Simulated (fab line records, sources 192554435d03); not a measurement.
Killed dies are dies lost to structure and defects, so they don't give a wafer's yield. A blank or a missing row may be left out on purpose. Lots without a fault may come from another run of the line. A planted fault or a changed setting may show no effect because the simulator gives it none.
Split-lot experiment | flow n5_finfet | 7 lots, 21 wafers read, on a route of 1938 steps

THE SPLIT
At N5_BEOL_M0_SAQP_COAT_105 (time 60 s, resist thk 100 nm), the setting spin_rpm was moved away from the recipe's 1500 rpm on 5 of the 21 wafers read, by -6.3% to +5.1%. The other wafers ran this setting at the recipe's value.

The reading is taken at the split's own step.

THE READING
SOC_of_BEOL_M0_SAQP_COAT_105.thk_nm (the simulator's own value, which no gauge read), in nm, at N5_BEOL_M0_SAQP_COAT_105 (time 60 s, resist thk 100 nm). The file gives no usual value for it. The 16 wafers here that ran the recipe average 100.0 nm, standard deviation 0.24 nm.

wafer  | tool, chamber at the split | spin_rpm as run, rpm | against the recipe | SOC_of_BEOL_M0_SAQP_COAT_105.thk_nm, nm | against lot-mates on the recipe
L074.4 | litho_track-05, 0          | 1500                 | recipe             | 100.2                                   | -
L074.5 | litho_track-05, 0          | 1500                 | recipe             | 100.2                                   | -
L074.6 | litho_track-05, 0          | 1500                 | recipe             | 100                                     | -
L075.2 | litho_track-01, 0          | 1544                 | +2.9%              | 98.4                                    | -1.6
L075.3 | litho_track-01, 0          | 1500                 | recipe             | 100                                     | -
L075.6 | litho_track-01, 0          | 1500                 | recipe             | 100                                     | -
L078.2 | litho_track-01, 0          | 1500                 | recipe             | 100.2                                   | -
L078.4 | litho_track-01, 0          | 1500                 | recipe             | 100                                     | -
L078.6 | litho_track-01, 0          | 1577                 | +5.1%              | 97.8                                    | -2.3
L080.1 | litho_track-01, 0          | 1405                 | -6.3%              | 103.8                                   | +3.2
L080.5 | litho_track-01, 0          | 1405                 | -6.3%              | 103.8                                   | +3.2
L080.4 | litho_track-01, 0          | 1500                 | recipe             | 100.6                                   | -
L084.3 | litho_track-05, 0          | 1500                 | recipe             | 100                                     | -
L084.5 | litho_track-05, 0          | 1500                 | recipe             | 100                                     | -
L084.4 | litho_track-05, 0          | 1500                 | recipe             | 100.2                                   | -
L088.1 | litho_track-04, 0          | 1435                 | -4.3%              | 101.6                                   | +2.0
L088.3 | litho_track-04, 0          | 1500                 | recipe             | 99.6                                    | -
L088.4 | litho_track-04, 0          | 1500                 | recipe             | 99.6                                    | -
L096.1 | litho_track-04, 0          | 1500                 | recipe             | 99.8                                    | -
L096.2 | litho_track-04, 0          | 1500                 | recipe             | 100                                     | -
L096.6 | litho_track-04, 0          | 1500                 | recipe             | 100.2                                   | -

THE FIT
A straight line over all 21 wafers: SOC_of_BEOL_M0_SAQP_COAT_105.thk_nm changes by -0.526 nm for each +1% of spin_rpm; r = -0.97; the points scatter about the line by 0.32 nm.
The same after taking each lot's own level away (the mean of its wafers on the recipe; 21 wafers): -0.49 nm for each +1%; r = -1.00; scatter 0.12 nm.
On that fit, the largest move of spin_rpm shifts the reading by 3.1 nm.
The lots' own levels span 99.60 to 100.60 nm, that is 4.2 times the standard deviation above.
So the lot-to-lot level changes the slope little: the two slopes agree.
Check: with one of the wafers moved furthest among these (-6.3%) left out of the fit, the line predicts +3.07 nm for it against its lot-mates. It came out at +3.2 nm against them.

OTHER SPLITS ON THESE WAFERS
These wafers also went through other splits before the reading. Each is held against what the fit with the lots' levels taken away leaves over:
other split on the same wafers         | wafers away from the commonest value | r with SOC_of_BEOL_M0_SAQP_COAT_105.thk_nm (lot level and that fit taken away)
N5_SDB_COAT_04 time_s                  | 10                                   | -0.10
N5_HKMG_FIN_ETCH_31 bias_w             | 7                                    | -0.25
N5_HKMG_FIN_COAT_85 spin_rpm           | 8                                    | +0.45
N5_MOL_CONTACT_COAG_COAT_75 spin_rpm   | 8                                    | +0.03
N5_MOL_CONTACT_COAG_COAT_76 spin_rpm   | 7                                    | +0.06
N5_MOL_CONTACT_COAG_ALD_133 ald_cycles | 5                                    | -0.10
N5_MOL_CONTACT_COAG_ETCH_124 source_w  | 8                                    | +0.33

THE FILE'S OWN FIT
SOC_of_BEOL_M0_SAQP_COAT_105.thk_nm changes by -0.484 nm for each +1% of spin_rpm, r = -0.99.
